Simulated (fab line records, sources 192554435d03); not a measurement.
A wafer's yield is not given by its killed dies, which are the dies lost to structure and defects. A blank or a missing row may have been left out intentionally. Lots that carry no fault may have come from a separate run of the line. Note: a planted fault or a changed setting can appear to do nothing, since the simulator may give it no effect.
A lot that was struck, set against a sound lot / flow n5-finfet / 36 out of 1938 route steps
Sound: wafers L747.1, L747.3, L747.5. Wafers L745.3, L745.5 were the ones struck. The cause comes at the end.
Per side, at each step with rows, come the tool, then ch with its chambers, and then its first start. Under that, the readings that differ: sound wafers / struck wafers / difference of the means / sigmas: that difference in standard deviations of wafers without a fault.
alike: same words and numbers on both sides, and readings whose means sit less than 2 such deviations apart. not compared: any withheld reading, any reading some wafer has no value for, any bound like >300 that may hide the same value, and any number with overlapping values for which the record gives no deviation.
A row with sigmas, a row that says differs or no value, or rows on one side alone: a step with any of these is where the two part. Numbers that have no deviation but don't overlap get no sigmas and don't part them. A reading missing from all wafers of one side parts the sides only when that side holds two or more wafers.

first, 9 steps without rows for these wafers: N5_BEOL_M4_ANNEAL_95 (time 240 s); N5_BEOL_M4_SPUTTER_96 (material Cu, target thk 4.5 nm, time 8.29 s); N5_BEOL_M4_ECD_50 (material Cu, target thk 300 nm); N5_BEOL_M4_ANNEAL_51 (time 90 s); N5_BEOL_M4_CMP_52 (polishes, stops on SiOC, t overpolish 6.8 s, target thk 40 nm); N5_BEOL_M4_PRE_CLEAN_60 (time 15 s); N5_BEOL_M4_CO_CAP_55 (material Co, precursor CCTBA/H2, target thk 2 nm, time 102.1 s); N5_BEOL_M4_PRE_CLEAN_56 (time 15 s); N5_BEOL_M4_DEP_57 (deposits SiCN from 3MS/NH3, target thk 8 nm, time 14 s).
N5_BEOL_M4_RC_MEAS_101:
  sound on prober-01 ch 0, day 12 09:32; struck on prober-02 ch 0, day 12 05:13
reading=SS_N (mV/dec); sound=73.1 72.7 73.8; struck=70.7 71.7; difference=-2.0; sigmas=-3
  alike: DIBL_N, DIBL_P, IOFF_N, IOFF_P, ION_N, ION_P, SS_P, VT_N, VT_P
then, 24 steps without rows for these wafers: N5_BEOL_M5_ILD_DEP_00 (deposits SiCOH lowk from DEMS/porogen, target thk 140.64 nm, time 25.9 s); N5_BEOL_M5_CURE_79 (cures SiCOH lowk, time 240 s); N5_BEOL_M5_PECVD_70 (deposits SiO2 from TEOS/O2, target thk 16 nm, time 18 s); N5_BEOL_M5_HM_DEP_02 (deposits TiN, target thk 20 nm); N5_BEOL_M5_COAT_59 (time 60 s, resist thk 60 nm); N5_BEOL_M5_COAT_60 (time 60 s, resist thk 12 nm); N5_BEOL_M5_COAT_71 (time 60 s, resist thk 5 nm); N5_BEOL_M5_COAT_05 (resist thk 30 nm); N5_BEOL_M5_EBR_07; N5_BEOL_M5_SOFTBAKE_06 (time 60 s); N5_BEOL_M5_EXPOSE_08 (exposes mask M5, target cd 28 nm); N5_BEOL_M5_PEB_09 (peb time 60 s); N5_BEOL_M5_DEVELOP_10 (develop time 30 s); N5_BEOL_M5_DESCUM_16 (chemistry O2, time 7 s); N5_BEOL_M5_ETCH_72 (etches underlayer in N2/H2, target depth 6.5 nm, time 5.2 s); N5_BEOL_M5_ETCH_61 (etches SiARC in CF4, target depth 15.6 nm, time 26 s); N5_BEOL_M5_ETCH_62 (etches SOC in N2/H2, target depth 75 nm, overetch 15 nm, time 112.5 s); N5_BEOL_M5_STRIP_63 (strips in N2/H2); N5_BEOL_M5_STRIP_73 (strips in N2/H2); N5_BEOL_M5_STRIP_64 (strips in CF4); N5_BEOL_M5_HM_OPEN_17 (chemistry Cl2/BCl3, target TiN, target depth 20 nm, overetch 6 nm); N5_BEOL_M5_STRIP_19 (strips in O2); N5_BEOL_M5_COAT_65 (time 60 s, resist thk 60 nm); N5_BEOL_M5_COAT_66 (time 60 s, resist thk 12 nm).
-- the record jumps here: 3 days lie between the struck wafers' starts before and after (it left off in module BEOL_M5 and takes up again in module BEOL_M15, whose first step shown is number 1795 of the route) --
N5_BEOL_M15_ETCH_57: etches SOC in N2/H2, time 750 s.
  sound on rie-diel-05 ch 0,1,2, day 15 21:14; struck on rie-diel-01 ch 0,1, day 15 13:42
  no value came back on the struck wafers for any of 8 readings (bias-w (W), chamber-pressure-mTorr (mTorr) and others); on the sound wafers bias-w (W) reads 349.1 350.0 349.0
  not compared: rf-hours-counter-h
N5_PASSIVATION_PROBE_49:
  sound on prober-01 at day 16 19:22; struck on prober-01 at day 16 04:35
reading=defect-limited-yield (%); sound=90.4 91.5 91.3; struck=0 0; difference=-91; sigmas=-61
reading=killed_at_M4_up; sound=10 16 7; struck=1112 1116; difference=+1103; sigmas=+99 or more
reading=killed-dies; sound=113 100 103; struck=1180 1180; difference=+1075; sigmas=+60
reading=killed-on-rim; sound=12 16 12; struck=152 152; difference=+139; sigmas=+34
reading=sort_bin_5_function (%); sound=5.7 4.5 6.1; struck=97.4 98.1; difference=+92.3; sigmas=+84
reading=sort-n-pass; sound=1067 1080 1077; struck=0 0; difference=-1075; sigmas=-60
reading=sort-yield-pct (%); sound=90.4 91.5 91.3; struck=0 0; difference=-91; sigmas=-61
  alike: killed_at_M0_to_M3, killed-at-contacts, killed-at-front-end, killed-at-other, killed-open, killed-short, sort_bin_6_memory

## WHERE THEY PART
Last at N5_PASSIVATION_PROBE_49 as far as this record goes, first at N5_BEOL_M4_RC_MEAS_101.

WHY: whatever the simulator had introduced
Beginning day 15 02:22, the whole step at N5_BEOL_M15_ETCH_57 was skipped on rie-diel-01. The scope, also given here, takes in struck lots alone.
